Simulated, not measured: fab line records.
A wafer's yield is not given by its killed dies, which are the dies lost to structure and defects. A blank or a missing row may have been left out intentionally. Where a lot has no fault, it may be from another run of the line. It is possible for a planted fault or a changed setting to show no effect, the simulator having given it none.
Matching of chambers    flow nand-harc    rie-diel-05 running NHARC_P_CONTACT_DESCUM_17: 4 sister chambers
The step chemistry O2, time 3 s. 8 wafers are shown with their chamber, then 8 later ones without.

== EACH WAFER AND ITS CHAMBER ==
wafer   chamber  drypump-motor-current-A (A)  rf-vpp-V (V)
L083.3  1        6.0                          57.3
L088.1  2        5.8                          58.9
L088.2  3        5.1                          58.1
L088.5  3        5.1                          56.7
L088.3  1        6.0                          57.1
L088.4  0        5.1                          56.0
L088.6  2        5.8                          57.1
L092.3  0        5.0                          58.0

== WAFERS WHOSE CHAMBER IS MISSING ==
wafer   drypump-motor-current-A (A)  rf-vpp-V (V)
L092.4  5.7                          56.3
L092.5  5.0                          56.2
L093.2  6.0                          58.0
L093.3  5.1                          56.1
L093.4  5.8                          58.8
L096.1  6.0                          55.9
L096.4  5.8                          57.9
L096.5  5.8                          57.8

== THE CHAMBER EACH PASSED THROUGH ==
wafer   from the rows above      in truth
L092.4  2                        2
L092.5  can't be placed: 0 or 3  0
L093.2  1                        1
L093.3  can't be placed: 3 or 0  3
L093.4  2                        2
L096.1  1                        1
L096.4  2                        2
L096.5  2                        2
Correct placement for 6 of the 8. Cannot be placed on the basis of these rows: 2; the candidates contain the true chamber in 2. Wrongly placed: 0.
How it was worked out, from the rows above alone: a wafer's distance from a chamber is the root of the sum, over the readings, of the square of ((its reading less the chamber's mean) divided by the reading's scatter). If the next closest chamber is less than 2 further off than the closest, the wafer can't be placed; otherwise it belongs to the closest. Each chamber's mean is taken over the wafers shown for it. How the scatter is found: for the shown wafers, subtract from each reading the mean of its chamber, square and add these, divide the total by (wafers less chambers), then take the root.
